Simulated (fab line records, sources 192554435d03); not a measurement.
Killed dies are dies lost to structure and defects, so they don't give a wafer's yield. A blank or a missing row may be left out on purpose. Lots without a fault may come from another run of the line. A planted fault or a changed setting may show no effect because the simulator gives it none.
fab line records | flow n5_finfet
record lots=5 wafers=15 last_day=17
route steps=1938 shown PASSIVATION@1909
lots that met no fault: from a run of the same line without faults
start_h: hours from the record's first day to the start of the lot's first wafer shown | wait_h: hours since the lot's step before | " the same as in the row above | L1.1+2: a row that stands for several wafers | - no value, or no start given | * or withheld: withheld | < > ~ a bound
route shown NAME@n: a module of which the file shows steps, and the number in the route of the first | usual: mean/standard deviation of fault-free wafers | same: alike in all rows | chamber/n: place in a boat | sites: the reading at each site | _std_site: their standard deviation | _edge_site: outer sites' mean less inner sites' | radius_mm: how far each site lies from the wafer's centre | mask NAME#n: copy n | behind: the tool/chamber that last shaped the wafer | hold: why the lot was held/for how many hours/how that ended | device: the transistor (n, p or np) that didn't switch | end of line: the same wafers' tests at the end of the route | a step without rows: its recipe alone | killed: dies lost to structure and defects at the first sort, not the wafer's yield | map: a wafer's dies, x killed, . not, _ none there
set.NAME: the setting as run; set.NAME@STEP: as run at that earlier step | model.NAME: the simulator's own value behind a step, which no gauge read
lots at some steps of the route; a table a step, a row a wafer
services: from which hour (start_h, from the record's first day; less than 0 if before it) a tool's chamber was out of use, for how many hours, and why
## steps
# step N5_PASSIVATION_AL_ETCH_33
# recipe chemistry=Cl2/BCl3 target_depth_a=28000 over_etch_frac=0.15 Cl2_flow_sccm=180 bcl3_flow_sccm=60 target=Al stop_on=TaN time_s=466.7 ion_energy_ev=100 pressure_mtorr=10 icp_w=900 bias_w=100
# usual bcl3_flow_sccm=60.03/0.16 drypump_motor_current_A=5.7/0.32 oes_product_au=0.72/0.075 throttle_valve_pct=34.37/0.14
# columns lot.wafer tool chamber start_h wait_h bcl3_flow_sccm drypump_motor_current_A oes_product_au rf_hours_counter_h throttle_valve_pct
L074.4 rie_metal-03 1 285.47 0.2 59.82 5.6 0.78 - 34.19
L074.5 " 0 " " 59.94 5.5 0.68 - 34.46
L074.6 " 1 " " 60.03 5.6 0.78 - 34.18
L085.2 rie_metal-02 1 362.10 0.1 59.85 5.7 0.79 18 34.34
L085.3 " 1 " " 60.21 5.7 0.79 - 34.33
L085.5 " 1 " " 60.16 5.7 0.78 - 34.32
L089.3 rie_metal-03 0 362.34 0.2 59.95 5.5 0.67 - 34.49
L089.5 " 0 " " 59.89 5.5 0.66 - 34.49
L089.6 " 1 " " 59.95 5.6 0.75 - 34.20
L091.2 rie_metal-01 0 407.20 0.1 60.27 6.1 0.73 25 34.33
L091.3 " 1 " " 59.91 6.2 0.83 - 34.23
L091.5 " 1 " " 59.97 6.3 0.82 - 34.25
L094.2 rie_metal-01 0 410.03 0.1 59.72 6.1 0.74 26 34.30
L094.3 " 1 " " 60.28 6.2 0.84 - 34.20
L094.5 " 1 " " 60.08 6.3 0.84 - 34.20
# step N5_PASSIVATION_ETCH_59
# recipe chemistry=Cl2/BCl3 target=TaN target_depth_a=650 time_s=34.9 ion_energy_ev=100 pressure_mtorr=10 icp_w=900 bias_w=100 Cl2_flow_sccm=60 bcl3_flow_sccm=30
# usual bcl3_flow_sccm=30.01/0.091 drypump_motor_current_A=5.7/0.32 oes_product_au=0.79/0.08 throttle_valve_pct=21.18/0.17
# columns lot.wafer tool chamber start_h wait_h bcl3_flow_sccm drypump_motor_current_A oes_product_au rf_hours_counter_h throttle_valve_pct
L074.4 rie_metal-03 1 285.77 0.2 29.97 5.6 0.85 - 21.07
L074.5 " 0 " " 30.02 5.4 0.74 - 21.31
L074.6 " 1 " " 30.00 5.6 0.85 - 21.06
L085.2 rie_metal-02 1 362.50 0.3 30.15 5.7 0.87 18 21.13
L085.3 " 1 " " 29.97 5.7 0.88 - 21.13
L085.5 " 1 " " 30.02 5.7 0.88 - 21.14
L089.3 rie_metal-03 0 362.64 0.2 30.13 5.5 0.74 - 21.30
L089.5 " 0 " " 30.07 5.5 0.74 - 21.30
L089.6 " 1 " " 30.01 5.6 0.82 - 21.07
L091.2 rie_metal-01 0 407.60 0.3 29.87 6.1 0.81 26 21.03
L091.3 " 1 " " 29.96 6.3 0.92 - 20.89
L091.5 " 1 " " 29.90 6.3 0.92 - 20.90
L094.2 rie_metal-01 0 410.44 0.3 30.09 6.1 0.81 26 21.02
L094.3 " 1 " " 29.94 6.2 0.91 - 20.91
L094.5 " 1 " " 29.95 6.3 0.91 - 20.90
# step N5_PASSIVATION_STRIP_34
# recipe chemistry=O2 power_w=600 temp_c=60 pressure_mtorr=30 rf_frequency_hz=6e+07 bias_power_w=0 overash_fraction=2 o2_flow_sccm=225
# usual drypump_motor_current_A=5.8/0.33 oes_product_au=0.79/0.078 rf_vpp_V=3.8/1.5 showerhead_plenum_p_Torr=2.08/0.077 throttle_valve_pct=16.69/0.28
# columns lot.wafer tool chamber start_h wait_h drypump_motor_current_A oes_product_au rf_hours_counter_h rf_vpp_V showerhead_plenum_p_Torr throttle_valve_pct
L074.4 rie_diel-04 3 285.87 0.1 5.7 0.81 73 4.0 2.21 16.76
L074.5 " 1 " " 6.1 0.82 - 8.5 2.20 16.52
L074.6 " 2 " " 5.6 0.71 - 0.7 2.15 17.12
L085.2 rie_diel-01 3 362.70 0.2 5.8 0.72 190 4.0 2.00 16.97
L085.3 " 1 " " 6.0 0.87 37 3.8 2.06 16.44
L085.5 " 3 " " 5.8 0.73 - 4.5 2.00 16.98
L089.3 rie_diel-01 3 362.78 0.1 5.7 0.72 190 3.7 2.00 16.96
L089.5 " 3 " " 5.7 0.71 - 2.5 2.00 17.00
L089.6 " 0 " " 6.1 0.75 - 3.8 2.01 16.49
L091.2 rie_diel-04 1 407.73 0.1 6.2 0.78 99 2.4 2.19 16.70
L091.3 " 0 " " 5.5 0.77 153 1.8 2.02 16.47
L091.5 " 2 " " 5.6 0.98 - 4.3 2.13 16.68
L094.2 rie_diel-04 1 410.55 0.1 6.2 0.78 101 5.2 2.19 16.68
L094.3 " 0 " " 5.5 0.76 155 7.3 2.02 16.52
L094.5 " 0 " " 5.5 0.77 - 3.8 2.01 16.52
# step N5_PASSIVATION_STRIP_51
# recipe chemistry=post_etch_residue_remover time_s=1200 temp_c=72.5
# columns lot.wafer tool chamber start_h wait_h
L074.4+5+6 wet_bench-05 1,3,6 285.93 -
L085.2+3+5 wet_bench-05 6,3,5 362.77 -
L089.3+5+6 wet_bench-02 4,6,5 362.85 -
L091.2+3+5 wet_bench-05 7,1,4 407.80 -
L094.2+3+5 wet_bench-05 0,4,2 410.62 -
# step N5_PASSIVATION_CLEAN_69
# recipe chemistry=IPA time_s=180 temp_c=25
# columns lot.wafer tool chamber start_h wait_h
L074.4+5+6 wet_bench-05 1,3,6 286.27 0.0
L085.2+3+5 wet_bench-05 6,3,5 363.10 0.0
L089.3+5+6 wet_bench-02 4,6,5 363.18 0.0
L091.2+3+5 wet_bench-05 7,1,4 408.13 0.0
L094.2+3+5 wet_bench-05 0,4,2 410.95 0.0
# step N5_PASSIVATION_SRD_70
# recipe dry=ipa_marangoni time_s=30 temp_c=23 rinse_liquid=diw
# columns lot.wafer tool chamber start_h wait_h
L074.4+5+6 wet_bench-05 1,3,6 286.32 0.0
L085.2+3+5 wet_bench-05 6,3,5 363.15 0.0
L089.3+5+6 wet_bench-02 4,6,5 363.23 0.0
L091.2+3+5 wet_bench-05 7,1,4 408.18 0.0
L094.2+3+5 wet_bench-05 0,4,2 411.01 0.0
# step N5_PASSIVATION_PECVD_53
# recipe material=SiO2 target_thk_a=8000 temp_c=400 precursor=TEOS/O2 pressure_torr=6.5 rf_w=withheld teos_flow_sccm=withheld gas=O2 flow_sccm=2650 time_s=169.4
# usual chamber_pressure_Torr=6.499/0.013
# columns lot.wafer tool chamber start_h wait_h chamber_pressure_Torr
L074.4 pecvd-03 2 286.42 0.1 6.497
L074.5 " 0 " " 6.490
L074.6 " 1 " " 6.479
L085.2 pecvd-04 2 363.20 0.0 6.498
L085.3 " 0 " " 6.501
L085.5 " 1 " " 6.501
L089.3 pecvd-02 2 363.28 0.0 6.499
L089.5 " 2 " " 6.486
L089.6 " 0 " " 6.479
L091.2 pecvd-03 1 408.23 0.0 6.496
L091.3 " 2 " " 6.491
L091.5 " 1 " " 6.492
L094.2 pecvd-04 2 411.06 0.0 6.489
L094.3 " 0 " " 6.508
L094.5 " 0 " " 6.501
# step N5_PASSIVATION_PECVD_35
# recipe material=SiNx target_thk_a=7000 temp_c=400 precursor=SiH4/NH3/N2 pressure_torr=4.9 rf_w=1406 time_s=151.3
# usual chamber_pressure_Torr=4.899/0.011 heater_power_w=385/77 showerhead_plenum_p_Torr=8.67/0.051 throttle_valve_pct=29.7/2.2
# columns lot.wafer tool chamber start_h wait_h chamber_pressure_Torr heater_power_w showerhead_plenum_p_Torr throttle_valve_pct
L074.4 pecvd-03 2 286.53 0.1 4.912 377 8.70 26.5
L074.5 " 0 " " 4.917 334 8.71 28.4
L074.6 " 1 " " 4.904 374 8.72 31.5
L085.2 pecvd-04 2 363.31 0.1 4.908 299 8.62 28.7
L085.3 " 0 " " 4.902 441 8.70 32.8
L085.5 " 1 " " 4.895 524 8.71 27.6
L089.3 pecvd-02 2 363.39 0.1 4.894 335 8.66 29.6
L089.5 " 2 " " 4.907 361 8.65 29.7
L089.6 " 0 " " 4.906 379 8.60 33.1
L091.2 pecvd-03 1 408.34 0.1 4.883 437 8.77 31.5
L091.3 " 2 " " 4.895 417 8.70 26.9
L091.5 " 1 " " 4.900 473 8.74 31.5
L094.2 pecvd-04 2 411.23 0.1 4.911 336 8.61 29.0
L094.3 " 0 " " 4.908 412 8.69 33.0
L094.5 " 0 " " 4.903 437 8.68 32.8
# step N5_PASSIVATION_HMDS_37
# recipe time_s=60 temp_c=120
# usual exhaust_pa=45.0/0.89
# columns lot.wafer tool chamber start_h wait_h exhaust_pa
L074.4 litho_track-05 0 286.62 0.0 44.9
L074.5 " 0 " " 45.0
L074.6 " 0 " " 45.7
L085.2 litho_track-02 0 363.45 0.1 43.7
L085.3 " 0 " " 44.4
L085.5 " 0 " " 45.2
L089.3 litho_track-04 0 363.53 0.1 45.1
L089.5 " 0 " " 44.2
L089.6 " 0 " " 45.5
L091.2 litho_track-02 0 408.48 0.1 44.9
L091.3 " 0 " " 46.3
L091.5 " 0 " " 45.4
L094.2 litho_track-04 0 411.42 0.1 44.8
L094.3 " 0 " " 44.7
L094.5 " 0 " " 45.2
# step N5_PASSIVATION_COAT_38
# recipe spin_rpm=3000 resist_thk_nm=withheld
# usual exhaust_pa=44.8/0.87
# columns lot.wafer tool chamber start_h wait_h exhaust_pa
L074.4 litho_track-05 0 - - 43.8
L074.5 " 0 " " 44.2
L074.6 " 0 " " 44.3
L085.2 litho_track-02 0 - - 45.6
L085.3 " 0 " " 44.1
L085.5 " 0 " " 45.2
L089.3 litho_track-04 0 - - 45.9
L089.5 " 0 " " 44.1
L089.6 " 0 " " 45.2
L091.2 litho_track-02 0 - - 44.1
L091.3 " 0 " " 43.9
L091.5 " 0 " " 45.0
L094.2 litho_track-04 0 - - 44.9
L094.3 " 0 " " 42.7
L094.5 " 0 " " 44.4
# step N5_PASSIVATION_EBR_40
# recipe solvent=PGMEA ebr_width_mm=1.5
# usual exhaust_pa=45.0/0.97
# columns lot.wafer tool chamber start_h wait_h exhaust_pa
L074.4 litho_track-05 0 - - 46.5
L074.5 " 0 " " 45.9
L074.6 " 0 " " 44.9
L085.2 litho_track-02 0 - - 44.8
L085.3 " 0 " " 45.4
L085.5 " 0 " " 43.8
L089.3 litho_track-04 0 - - 46.3
L089.5 " 0 " " 44.7
L089.6 " 0 " " 44.2
L091.2 litho_track-02 0 - - 45.5
L091.3 " 0 " " 46.2
L091.5 " 0 " " 44.2
L094.2 litho_track-04 0 - - 42.6
L094.3 " 0 " " 43.4
L094.5 " 0 " " 43.8
# step N5_PASSIVATION_SOFTBAKE_39
# recipe temp_c=110 time_s=120
# usual exhaust_pa=45.0/0.8
# columns lot.wafer tool chamber start_h wait_h exhaust_pa
L074.4 litho_track-05 0 - - 44.8
L074.5 " 0 " " 44.7
L074.6 " 0 " " 45.1
L085.2 litho_track-02 0 - - 45.3
L085.3 " 0 " " 45.9
L085.5 " 0 " " 46.2
L089.3 litho_track-04 0 - - 44.6
L089.5 " 0 " " 46.1
L089.6 " 0 " " 45.8
L091.2 litho_track-02 0 - - 44.9
L091.3 " 0 " " 43.9
L091.5 " 0 " " 44.8
L094.2 litho_track-04 0 - - 44.2
L094.3 " 0 " " 44.4
L094.5 " 0 " " 45.6
# step N5_PASSIVATION_EXPOSE_41
# recipe mask_id=PASS_OPEN na=0.55 defocus_nm=0 source_shape=conventional sigma_outer=0.8 polarization=unpolarized target_cd_nm=40000 dose_mj=57.25
# columns lot.wafer tool chamber start_h wait_h mask
L074.4+5+6 krf_scanner-01 0 286.75 - PASS_OPEN#0
L085.2+3+5 krf_scanner-01 0 363.69 - PASS_OPEN#0
L089.3+5+6 krf_scanner-02 0 363.86 - PASS_OPEN#0
L091.2+3+5 krf_scanner-02 0 408.72 - PASS_OPEN#0
L094.2+3+5 krf_scanner-01 0 411.54 - PASS_OPEN#0
# step N5_PASSIVATION_PEB_42
# recipe peb_temp_c=withheld peb_time_s=*
# usual exhaust_pa=45.1/1
# columns lot.wafer tool chamber start_h wait_h exhaust_pa
L074.4 litho_track-02 0 286.79 0.0 46.4
L074.5 " 0 " " 45.5
L074.6 " 0 " " 46.8
L085.2 litho_track-02 0 363.75 0.0 44.5
L085.3 " 0 " " 45.2
L085.5 " 0 " " 45.2
L089.3 litho_track-02 0 363.91 0.0 44.9
L089.5 " 0 " " 44.3
L089.6 " 0 " " 42.9
L091.2 litho_track-02 0 408.78 0.0 45.2
L091.3 " 0 " " 45.8
L091.5 " 0 " " 45.7
L094.2 litho_track-05 0 411.60 0.0 46.0
L094.3 " 0 " " 43.8
L094.5 " 0 " " 46.3
# step N5_PASSIVATION_DEVELOP_43
# recipe develop_time_s=60 rinse_liquid=diw dry=air_spin dev_temp_c=21
# usual exhaust_pa=45.0/0.96
# columns lot.wafer tool chamber start_h wait_h exhaust_pa
L074.4 litho_track-02 0 - - 43.5
L074.5 " 0 " " 43.8
L074.6 " 0 " " 45.1
L085.2 litho_track-02 0 - - 44.1
L085.3 " 0 " " 44.6
L085.5 " 0 " " 44.0
L089.3 litho_track-02 0 - - 44.5
L089.5 " 0 " " 43.8
L089.6 " 0 " " 44.0
L091.2 litho_track-02 0 - - 45.1
L091.3 " 0 " " 46.3
L091.5 " 0 " " 46.1
L094.2 litho_track-05 0 - - 46.8
L094.3 " 0 " " 46.5
L094.5 " 0 " " 45.4
# step N5_PASSIVATION_HARDBAKE_45
# recipe temp_c=130 time_s=120
# usual exhaust_pa=45.1/1
# columns lot.wafer tool chamber start_h wait_h exhaust_pa
L074.4 litho_track-02 0 - - 46.8
L074.5 " 0 " " 45.8
L074.6 " 0 " " 46.5
L085.2 litho_track-02 0 - - 44.0
L085.3 " 0 " " 45.9
L085.5 " 0 " " 44.5
L089.3 litho_track-02 0 - - 45.6
L089.5 " 0 " " 45.8
L089.6 " 0 " " 46.0
L091.2 litho_track-02 0 - - 47.1
L091.3 " 0 " " 46.3
L091.5 " 0 " " 46.4
L094.2 litho_track-05 0 - - 43.9
L094.3 " 0 " " 44.6
L094.5 " 0 " " 44.8
# step N5_PASSIVATION_CD_MEAS_44
# recipe target_cd_nm=40000 landing_energy_ev=500 detector=se_inlens
# usual cd_nm=40000/2.7
# columns lot.wafer tool chamber start_h wait_h cd_nm
L074.4 cd_sem-01 0 286.92 - 39999
L074.5 " 0 " " 39999
L074.6 " 0 " " 39999
L085.2 cd_sem-01 0 363.87 - 40005
L085.3 " 0 " " 40004
L085.5 " 0 " " 40001
L089.3 cd_sem-03 0 364.03 - 39999
L089.5 " 0 " " 39998
L089.6 " 0 " " 40000
L091.2 cd_sem-01 0 408.90 - 40001
L091.3 " 0 " " 40000
L091.5 " 0 " " 40002
L094.2 cd_sem-01 0 411.72 - 40004
L094.3 " 0 " " 40001
L094.5 " 0 " " 40002
# step N5_PASSIVATION_OVL_MEAS_66
# recipe points_per_wafer=44
# usual PASS_OPEN_OVL=6/6.1
# columns lot.wafer tool chamber start_h wait_h PASS_OPEN_OVL[nm]
L074.4 overlay-01 0 286.94 0.0 5
L074.5 " 0 " " 3
L074.6 " 0 " " 5
L085.2 overlay-01 0 363.90 0.0 6
L085.3 " 0 " " 13
L085.5 " 0 " " 18
L089.3 overlay-02 0 364.06 0.0 8
L089.5 " 0 " " 14
L089.6 " 0 " " 16
L091.2 overlay-02 0 408.93 0.0 0
L091.3 " 0 " " 3
L091.5 " 0 " " 4
L094.2 overlay-02 0 411.75 0.0 6
L094.3 " 0 " " 9
L094.5 " 0 " " 8
# step N5_PASSIVATION_INSPECT_67
# recipe mode=adi inspect_instrument=macro
# usual raw_defect_count=2.1/1.3
# columns lot.wafer tool chamber start_h wait_h raw_defect_count
L074.4 defect_inspect-01 - 286.97 0.0 1
L074.5 " - " " 3
L074.6 " - " " 1
L085.2 defect_inspect-01 - 363.92 0.0 1
L085.3 " - " " 1
L085.5 " - " " 1
L089.3 defect_inspect-01 - 364.09 0.0 2
L089.5 " - " " 5
L089.6 " - " " 2
L091.2 defect_inspect-02 - 408.95 0.0 0
L091.3 " - " " 2
L091.5 " - " " 3
L094.2 defect_inspect-02 - 411.77 0.0 3
L094.3 " - " " 0
L094.5 " - " " 4
# step N5_PASSIVATION_DESCUM_46
# recipe chemistry=O2 time_s=7.9 source_power_w=50 bias_power_w=20 pressure_mtorr=20 rf_frequency_hz=2.712e+07 temp_c=40 o2_flow_sccm=225
# usual drypump_motor_current_A=5.8/0.32 oes_product_au=0.79/0.076 rf_vpp_V=242.6/1.4 showerhead_plenum_p_Torr=2.06/0.071 throttle_valve_pct=20.41/0.27
# columns lot.wafer tool chamber start_h wait_h drypump_motor_current_A oes_product_au rf_hours_counter_h rf_vpp_V showerhead_plenum_p_Torr throttle_valve_pct
L074.4 rie_diel-01 0 287.02 0.1 6.1 0.77 140 242.7 2.02 20.21
L074.5 " 0 " " 6.0 0.78 - 242.0 2.02 20.21
L074.6 " 1 " " 5.9 0.92 - 243.0 2.06 20.18
L085.2 rie_diel-04 2 363.98 0.1 5.6 0.71 243 242.7 2.13 20.86
L085.3 " 3 " " 5.6 0.77 101 243.6 2.20 20.59
L085.5 " 2 " " 5.6 0.70 - 243.3 2.13 20.85
L089.3 rie_diel-01 2 364.12 0.0 6.2 0.91 17 242.5 2.06 20.12
L089.5 " 2 " " 6.2 0.92 - 241.6 2.06 20.11
L089.6 " 1 " " 5.9 0.86 - 242.3 2.05 20.20
L091.2 rie_diel-04 3 409.22 0.3 5.6 0.75 122 242.6 2.19 20.62
L091.3 " 2 " " 5.6 0.99 6 243.2 2.13 20.46
L091.5 " 2 " " 5.6 0.98 - 243.2 2.13 20.48
L094.2 rie_diel-01 3 411.88 0.1 5.7 0.70 208 240.6 1.99 20.76
L094.3 " 2 " " 6.2 0.90 29 242.4 2.06 20.13
L094.5 " 3 " " 5.7 0.71 - 241.2 1.99 20.76
# step N5_PASSIVATION_PASS_ETCH_47
# recipe chemistry=CF4/O2 target=SiNx target_depth_a=7700 time_s=385 ion_energy_ev=100 pressure_mtorr=40 source_w=535 bias_w=49 Ar_flow_sccm=100 cf4_flow_sccm=100 O2_flow_sccm=10
# usual drypump_motor_current_A=5.8/0.32 oes_product_au=0.79/0.073 rf_vpp_V=240.7/2.5 showerhead_plenum_p_Torr=2.17/0.075 throttle_valve_pct=15.85/0.3
# columns lot.wafer tool chamber start_h wait_h drypump_motor_current_A oes_product_au rf_hours_counter_h rf_vpp_V showerhead_plenum_p_Torr throttle_valve_pct
L074.4 rie_diel-01 0 287.05 0.0 6.1 0.79 140 240.7 2.12 15.60
L074.5 " 0 " " 6.1 0.79 - 240.6 2.12 15.60
L074.6 " 1 " " 6.0 0.93 - 239.5 2.16 15.53
L085.2 rie_diel-04 2 364.01 0.0 5.6 0.70 243 241.9 2.26 16.42
L085.3 " 3 " " 5.6 0.77 101 245.3 2.32 16.02
L085.5 " 2 " " 5.6 0.70 - 241.6 2.26 16.41
L089.3 rie_diel-01 2 364.15 0.0 6.2 0.91 17 241.5 2.16 15.42
L089.5 " 2 " " 6.2 0.91 - 240.6 2.16 15.43
L089.6 " 1 " " 6.0 0.87 - 241.4 2.15 15.59
L091.2 rie_diel-04 3 409.26 0.0 5.7 0.76 122 245.3 2.31 16.06
L091.3 " 2 " " 5.6 0.98 6 240.8 2.25 15.95
L091.5 " 2 " " 5.6 0.98 - 240.7 2.25 15.93
L094.2 rie_diel-01 3 411.92 0.0 5.7 0.70 208 237.8 2.10 16.21
L094.3 " 2 " " 6.2 0.89 30 239.3 2.16 15.47
L094.5 " 3 " " 5.7 0.71 - 238.9 2.10 16.22
# step N5_PASSIVATION_ETCH_54
# recipe chemistry=CHF3/O2 target=SiO2 target_depth_a=8800 CHF3_flow_sccm=50 O2_flow_sccm=5 Ar_flow_sccm=200 time_s=440 mask_material=PR pressure_mtorr=30 source_w=650 bias_w=170 ion_energy_ev=200
# usual drypump_motor_current_A=5.8/0.32 oes_product_au=0.79/0.073 rf_vpp_V=524/5.3 showerhead_plenum_p_Torr=2.37/0.086 throttle_valve_pct=18.77/0.3
# columns lot.wafer tool chamber start_h wait_h drypump_motor_current_A oes_product_au rf_hours_counter_h rf_vpp_V showerhead_plenum_p_Torr throttle_valve_pct
L074.4 rie_diel-01 0 287.28 0.1 6.1 0.79 140 525 2.31 18.49
L074.5 " 0 " " 6.1 0.78 - 528 2.31 18.47
L074.6 " 1 " " 6.0 0.94 - 524 2.36 18.46
L085.2 rie_diel-04 2 364.24 0.1 5.6 0.70 243 524 2.47 19.35
L085.3 " 3 " " 5.6 0.77 101 534 2.54 19.03
L085.5 " 2 " " 5.6 0.71 - 524 2.47 19.34
L089.3 rie_diel-01 2 364.38 0.1 6.2 0.92 17 523 2.37 18.43
L089.5 " 2 " " 6.2 0.92 - 524 2.37 18.43
L089.6 " 1 " " 6.0 0.87 - 524 2.35 18.52
L091.2 rie_diel-04 3 409.49 0.1 5.6 0.75 122 532 2.53 19.06
L091.3 " 2 " " 5.6 0.98 7 524 2.47 18.94
L091.5 " 2 " " 5.6 0.98 - 525 2.47 18.93
L094.2 rie_diel-01 3 412.14 0.1 5.7 0.71 208 520 2.29 19.09
L094.3 " 2 " " 6.2 0.89 30 525 2.36 18.44
L094.5 " 3 " " 5.7 0.70 - 520 2.29 19.09
# step N5_PASSIVATION_STRIP_48
# recipe chemistry=O2 power_w=600 temp_c=60 pressure_mtorr=30 rf_frequency_hz=6e+07 bias_power_w=0 overash_fraction=0.5 o2_flow_sccm=225
# usual drypump_motor_current_A=5.8/0.32 oes_product_au=0.79/0.078 rf_vpp_V=3.6/2.3 showerhead_plenum_p_Torr=2.07/0.071 throttle_valve_pct=16.65/0.28
# columns lot.wafer tool chamber start_h wait_h drypump_motor_current_A oes_product_au rf_hours_counter_h rf_vpp_V showerhead_plenum_p_Torr throttle_valve_pct
L074.4 rie_diel-01 0 287.57 0.1 6.1 0.78 140 1.5 2.02 16.49
L074.5 " 0 " " 6.0 0.76 - 9.0 2.02 16.41
L074.6 " 1 " " 5.9 0.92 - 3.9 2.06 16.39
L085.2 rie_diel-04 2 364.53 0.1 5.6 0.68 243 7.2 2.14 17.13
L085.3 " 3 " " 5.6 0.79 101 2.3 2.20 16.76
L085.5 " 2 " " 5.6 0.69 - 7.1 2.14 17.07
L089.3 rie_diel-01 2 364.67 0.1 6.2 0.93 17 5.1 2.06 16.27
L089.5 " 2 " " 6.2 0.93 - 10.3 2.06 16.28
L089.6 " 1 " " 5.9 0.83 - 7.3 2.05 16.49
L091.2 rie_diel-04 3 409.78 0.1 5.7 0.74 123 3.0 2.19 16.87
L091.3 " 2 " " 5.6 0.97 7 4.3 2.13 16.72
L091.5 " 2 " " 5.6 1.02 - 1.7 2.13 16.69
L094.2 rie_diel-01 3 412.43 0.1 5.8 0.70 208 2.2 1.99 17.04
L094.3 " 2 " " 6.2 0.88 30 4.8 2.06 16.36
L094.5 " 3 " " 5.7 0.72 - 3.9 1.99 17.03
# step N5_PASSIVATION_STRIP_52
# recipe chemistry=post_etch_residue_remover time_s=1200 temp_c=72.5
# columns lot.wafer tool chamber start_h wait_h
L074.4+5+6 wet_bench-04 0,6,7 287.64 -
L085.2+3+5 wet_bench-05 1,0,7 364.60 -
L089.3+5+6 wet_bench-04 0,3,7 364.74 -
L091.2+3+5 wet_bench-02 1,2,4 409.84 -
L094.2+3+5 wet_bench-02 2,1,4 412.50 -
# step N5_PASSIVATION_CLEAN_71
# recipe chemistry=IPA time_s=180 temp_c=25
# columns lot.wafer tool chamber start_h wait_h
L074.4+5+6 wet_bench-04 0,6,7 288.00 0.0
L085.2+3+5 wet_bench-05 1,0,7 364.93 0.0
L089.3+5+6 wet_bench-04 0,3,7 365.07 0.0
L091.2+3+5 wet_bench-02 1,2,4 410.18 0.0
L094.2+3+5 wet_bench-02 2,1,4 412.83 0.0
# step N5_PASSIVATION_SRD_72
# recipe dry=ipa_marangoni time_s=30 temp_c=23 rinse_liquid=diw
# columns lot.wafer tool chamber start_h wait_h
L074.4+5+6 wet_bench-04 0,6,7 288.06 0.0
L085.2+3+5 wet_bench-05 1,0,7 364.98 0.0
L089.3+5+6 wet_bench-04 0,3,7 365.12 0.0
L091.2+3+5 wet_bench-02 1,2,4 410.23 0.0
L094.2+3+5 wet_bench-02 2,1,4 412.89 0.0
# step N5_PASSIVATION_ANNEAL_56
# recipe temp_c=400 time_s=1800 ambient=FGA idle_temp_c=300 ramp_up_c_per_min=5 ramp_down_c_per_min=3
# usual spike_tc_upper_C=398.7/1.3 tube_center_temp_C=400/0.036
# columns lot.wafer tool chamber start_h wait_h spike_tc_upper_C tube_center_temp_C
L074.4 furnace-03 0 289.83 1.8 397.3 400
L074.5 " 0 " " 398.8 400.04
L074.6 " 0 " " 398.2 400.02
L085.2 furnace-03 0 365.03 0.0 398.1 400
L085.3 " 0 " " 396.8 399.91
L085.5 " 0 " " 396.7 400.01
L089.3 furnace-03 0 367.00 1.9 397.9 400.01
L089.5 " 0 " " 398.9 399.98
L089.6 " 0 " " 396.9 399.99
L091.2 furnace-02 0 410.27 0.0 400.1 400
L091.3 " 0 " " 397.3 400.03
L091.5 " 0 " " 398.8 400.02
L094.2 furnace-01 0 412.93 0.0 401.9 400.02
L094.3 " 0 " " 401.1 399.99
L094.5 " 0 " " 400.9 400.03
## services
# columns tool chamber start_h hours kind
rie_diel-01 2 290.57 - clean
rie_diel-01 2 290.57 - consumable_replace:focus_ring
rie_diel-01 2 290.57 21.6 scheduled_down
rie_metal-01 - 292.87 14.6 pm
krf_scanner-01 - 298.91 1.0 pm
pecvd-04 - 300.67 1.8 repair
krf_scanner-02 - 301.49 1.3 pm
wet_bench-04 - 302.55 7.3 repair
rie_metal-03 - 303.59 1.4 pm
rie_metal-03 0 309.96 21.4 repair
rie_metal-02 1 310.40 10.4 repair
krf_scanner-02 - 314.50 1.8 repair
krf_scanner-01 - 317.14 1.3 pm
krf_scanner-02 - 325.35 6.2 repair
rie_diel-04 1 344.77 30.9 repair
krf_scanner-01 - 345.05 0.8 pm
wet_bench-05 - 352.35 2.2 repair
furnace-01 - 359.71 17.0 repair
krf_scanner-02 - 367.65 0.8 pm
furnace-02 - 371.46 5.3 repair
pecvd-04 - 377.59 1.2 repair
rie_diel-04 1 384.65 6.6 repair
rie_diel-01 2 393.40 8.3 repair
krf_scanner-02 - 404.21 1.3 repair
## key
fault none
